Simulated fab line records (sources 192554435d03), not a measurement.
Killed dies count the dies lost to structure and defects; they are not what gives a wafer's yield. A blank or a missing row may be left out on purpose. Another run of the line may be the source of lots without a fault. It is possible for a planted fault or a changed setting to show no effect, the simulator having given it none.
Chamber matching	flow n5Finfet	N5_DUMMY_GATE_ETCH_42 on rieDiel-03 has 4 sister chambers
The step etches SiO2 in CHF3/O2, target depth 3.5 nm, time 31 s. 8 wafers are shown with their chamber, then 12 later ones without.

## WAFERS PAIRED WITH THEIR CHAMBERS
wafer	chamber	showerheadPlenumPTorr (Torr)	drypumpMotorCurrentA (A)
L078.6	1	2.47	6.0
L082.1	2	2.54	5.4
L086.1	1	2.46	5.9
L086.2	3	2.36	4.7
L086.3	2	2.54	5.4
L087.1	3	2.35	4.7
L087.3	0	2.29	5.2
L087.5	0	2.29	5.3

## WAFERS MISSING THEIR CHAMBER
wafer	showerheadPlenumPTorr (Torr)	drypumpMotorCurrentA (A)
L091.2	2.35	4.7
L091.4	2.29	5.2
L091.5	2.35	4.8
L092.2	2.46	5.9
L092.3	2.29	5.3
L092.5	2.35	4.7
L094.2	2.29	5.2
L094.3	2.35	4.8
L094.5	2.29	5.2
L096.3	2.29	5.2
L096.4	2.45	5.9
L096.5	2.45	5.9

## CHAMBER TAKEN BY EACH
wafer	from the rows above	in truth
L091.2	3	3
L091.4	0	0
L091.5	3	3
L092.2	1	1
L092.3	0	0
L092.5	3	3
L094.2	0	0
L094.3	3	3
L094.5	0	0
L096.3	0	0
L096.4	1	1
L096.5	1	1
12 of 12 placed correctly. Not placeable from these rows: 0. 0 placed wrongly.
How it was worked out, from the rows above alone: a wafer's distance from a chamber is the root of the sum, over the readings, of the square of ((its reading less the chamber's mean) divided by the reading's scatter). The wafer belongs to the nearest chamber; if the next one is less than 2 further off, it can't be placed. The mean given for a chamber averages the wafers shown for that chamber. How the scatter is found: for the shown wafers, subtract from each reading the mean of its chamber, square and add these, divide the total by (wafers less chambers), then take the root.
